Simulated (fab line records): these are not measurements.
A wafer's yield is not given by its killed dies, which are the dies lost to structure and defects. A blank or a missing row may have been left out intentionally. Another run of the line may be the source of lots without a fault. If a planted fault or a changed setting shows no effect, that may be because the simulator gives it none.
Struck lot and sound lot, side by side    flow n5Finfet    38 steps out of a route of 1938
Sound: the wafers L422.1, L422.2, L422.5. Struck: wafer L427.2. (L427.6 of the same lot was not struck and is left out.) The cause comes at the end.
Order at every step that has rows: each side's tool, ch and its chambers, its first start. Under that, the readings that differ: sound wafers    struck wafers    difference of the means    sigmas: that difference in standard deviations of wafers without a fault.
alike: same words and numbers on both sides, and readings whose means sit less than 2 such deviations apart. not compared: any withheld reading, any reading some wafer has no value for, any bound like >300 that may hide the same value, and any number with overlapping values for which the record gives no deviation.
Wherever a step has rows on one side only, a row that says differs or no value, or a row with sigmas, the two part there. Numbers that don't overlap but have no deviation are shown without sigmas and don't part them. A reading missing from all wafers of one side parts the sides only when that side holds two or more wafers.

first, 9 steps without rows for these wafers: N5_BEOL_M0_ANNEAL_135 (time 60 s); N5_BEOL_M0_SPUTTER_141 (material Cu, target thk 4 nm, time 7.37 s); N5_BEOL_M0_ECD_118 (material Cu, target thk 300 nm); N5_BEOL_M0_ANNEAL_119 (time 90 s); N5_BEOL_M0_CMP_120 (polishes, stops on SiOC, t overpolish 6.9 s); N5_BEOL_M0_PRE_CLEAN_131 (time 15 s); N5_BEOL_M0_CO_CAP_123 (material Co, precursor CCTBA/H2, target thk 2 nm, time 102.1 s); N5_BEOL_M0_PRE_CLEAN_124 (time 15 s); N5_BEOL_M0_DEP_125 (deposits SiCN from 3MS/NH3, target thk 8 nm, time 14 s).
N5_BEOL_M1_ILD_DEP_00: deposits SiOC from DEMS/O2, target thk 79 nm, time 15.3 s.
  sound on pecvd-01 ch 0,2, day 7 16:39; struck on pecvd-01 ch 1, day 9 00:08
reading                                      sound           struck  difference  sigmas
throttleValvePct (%)                         11.4 11.4 11.6  13.5    +2.0        +2
model.SiOC_of_BEOL_M1_ILD_DEP_00.thkNm (nm)  78 77.6 79.4    133.8   +55.5       
  alike: heaterPowerW, showerheadPlenumPTorr
N5_BEOL_M1_THK_MEAS_01:
  sound: filmMetro-02 at day 7 16:43; struck: filmMetro-02 at day 9 00:13
reading          sound           struck  difference  sigmas
M1_ILD_THK (nm)  78.0 77.8 79.5  133.7   +55.3       +55
then, 24 steps without rows for these wafers: N5_BEOL_M1_PECVD_72 (deposits SiO2 from TEOS/O2, target thk 16 nm, time 18 s); N5_BEOL_M1_HM_DEP_02 (deposits TiN, target thk 20 nm); N5_BEOL_M1_COAT_61 (time 60 s, resist thk 60 nm); N5_BEOL_M1_COAT_62 (time 60 s, resist thk 12 nm); N5_BEOL_M1_COAT_73 (time 60 s, resist thk 5 nm); N5_BEOL_M1_COAT_05 (resist thk 30 nm); N5_BEOL_M1_EBR_07; N5_BEOL_M1_SOFTBAKE_06 (time 60 s); N5_BEOL_M1_EXPOSE_08 (exposes mask M1); N5_BEOL_M1_PEB_09 (peb time 60 s); N5_BEOL_M1_DEVELOP_10 (develop time 30 s); N5_BEOL_M1_DESCUM_16 (chemistry O2, time 7 s); N5_BEOL_M1_ETCH_74 (etches underlayer in N2/H2, target depth 6.5 nm, time 5.2 s); N5_BEOL_M1_ETCH_63 (etches SiARC in CF4, target depth 15.6 nm, time 26 s); N5_BEOL_M1_ETCH_64 (etches SOC in N2/H2, target depth 75 nm, overetch 15 nm, time 112.5 s); N5_BEOL_M1_STRIP_65 (strips in N2/H2); N5_BEOL_M1_STRIP_75 (strips in N2/H2); N5_BEOL_M1_STRIP_66 (strips in CF4); N5_BEOL_M1_HM_OPEN_17 (chemistry Cl2/BCl3, target TiN, target depth 20 nm, overetch 6 nm); N5_BEOL_M1_STRIP_19 (strips in O2); N5_BEOL_M1_COAT_67 (time 60 s, resist thk 60 nm); N5_BEOL_M1_COAT_68 (time 60 s, resist thk 12 nm); N5_BEOL_M1_COAT_76 (time 60 s, resist thk 5 nm); N5_BEOL_M1_COAT_22 (resist thk 30 nm).
N5_BEOL_M1_CMP_52: polishes, stops on SiOC, t overpolish 6.8 s, target thk 40 nm.
  sound on cmp-03 ch 0,3, day 8 01:00; struck on cmp-01 ch 1, day 9 19:37
reading                                      sound           struck  difference  sigmas
model.Cu_of_BEOL_M1_ECD_50.thkNm (nm)        40.4 42.6 42.6  93.4    +51.5       
model.SiOC_of_BEOL_M1_ILD_DEP_00.thkNm (nm)  77 76.8 78.4    132.8   +55.4       
  alike: motorCurrentA, platenRpm
N5_BEOL_M4_RC_MEAS_101:
  the record has rows for the sound wafers here (prober-02 ch 0, day 9 21:23) and none for the struck ones
-- the record jumps here: 6 days lie between the struck wafers' starts before and after (it left off in module BEOL_M4 and takes up again in module PASSIVATION, whose first step shown is number 1936 of the route) --
N5_PASSIVATION_PROBE_49:
  sound: prober-02 at day 14 08:10; struck: prober-01 at day 15 11:26
reading                  sound           struck  difference  sigmas
defectLimitedYield (%)   89.1 90.6 89.8  0       -90         -64
killed_at_M0_to_M3       51 45 41        1108    +1062       +97
killedDies               129 111 120     1180    +1060       +66
killedOnRim              15 9 13         152     +140        +33
killedOpen               93 75 88        61      -24         -2
sort_bin_5_function (%)  6.3 5.5 6.2     96.8    +90.8       +99 or more
sortNPass                1051 1069 1060  0       -1060       -50
sortYieldPct (%)         89.1 90.6 89.8  0       -90         -50
  alike: killed_at_M4_up, killedAtContacts, killedAtFrontEnd, killedAtOther, killedShort, sort_bin_6_memory, sort_bin_8_speed

## WHERE THEY PART
At N5_BEOL_M1_ILD_DEP_00 first; at N5_PASSIVATION_PROBE_49 last (within this record only).

WHY: what had been put in by the simulator
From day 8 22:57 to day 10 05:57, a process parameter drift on pecvd-01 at N5_BEOL_M1_ILD_DEP_00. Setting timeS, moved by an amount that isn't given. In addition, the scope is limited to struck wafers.
